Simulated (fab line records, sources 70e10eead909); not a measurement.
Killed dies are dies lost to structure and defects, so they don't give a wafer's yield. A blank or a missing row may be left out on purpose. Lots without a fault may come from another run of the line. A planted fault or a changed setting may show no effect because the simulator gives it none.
Chamber matching | flow nand_harc | NHARC_A_SLIT_DESCUM_14 on rie_diel-10: 4 sister chambers
The step chemistry O2, time 3 s. 7 wafers are shown with their chamber, then 8 later ones without.

WAFERS WITH THEIR CHAMBER
wafer  | chamber | showerhead_plenum_p_Torr (Torr) | drypump_motor_current_A (A)
L078.4 | 2       | 1.93                            | 5.9
L087.2 | 0       | 1.89                            | 5.4
L087.5 | 3       | 1.91                            | 6.3
L087.6 | 0       | 1.89                            | 5.4
L089.1 | 2       | 1.93                            | 5.9
L089.5 | 1       | 2.04                            | 5.1
L088.2 | 1       | 2.03                            | 5.2

WAFERS WITHOUT THEIR CHAMBER
wafer  | showerhead_plenum_p_Torr (Torr) | drypump_motor_current_A (A)
L088.4 | 1.89                            | 5.4
L088.5 | 2.03                            | 5.1
L091.3 | 1.93                            | 5.9
L091.4 | 1.91                            | 6.3
L091.5 | 1.89                            | 5.4
L094.2 | 2.03                            | 5.2
L094.3 | 1.93                            | 5.9
L094.4 | 1.89                            | 5.4

WHICH CHAMBER EACH WENT THROUGH
wafer  | from the rows above | in truth
L088.4 | 0                   | 0
L088.5 | 1                   | 1
L091.3 | 2                   | 2
L091.4 | 3                   | 3
L091.5 | 0                   | 0
L094.2 | 1                   | 1
L094.3 | 2                   | 2
L094.4 | 0                   | 0
Placed correctly: 8 of 8. Can't be placed from these rows: 0. Placed wrongly: 0.
How it was worked out, from the rows above alone: a wafer's distance from a chamber is the root of the sum, over the readings, of the square of ((its reading less the chamber's mean) divided by the reading's scatter). The wafer belongs to the nearest chamber; if the next one is less than 2 further off, it can't be placed. A chamber's mean is the mean of its shown wafers. The scatter: the root of (the sum of the squares of (reading less its chamber's mean) over the shown wafers, divided by (wafers less chambers)).
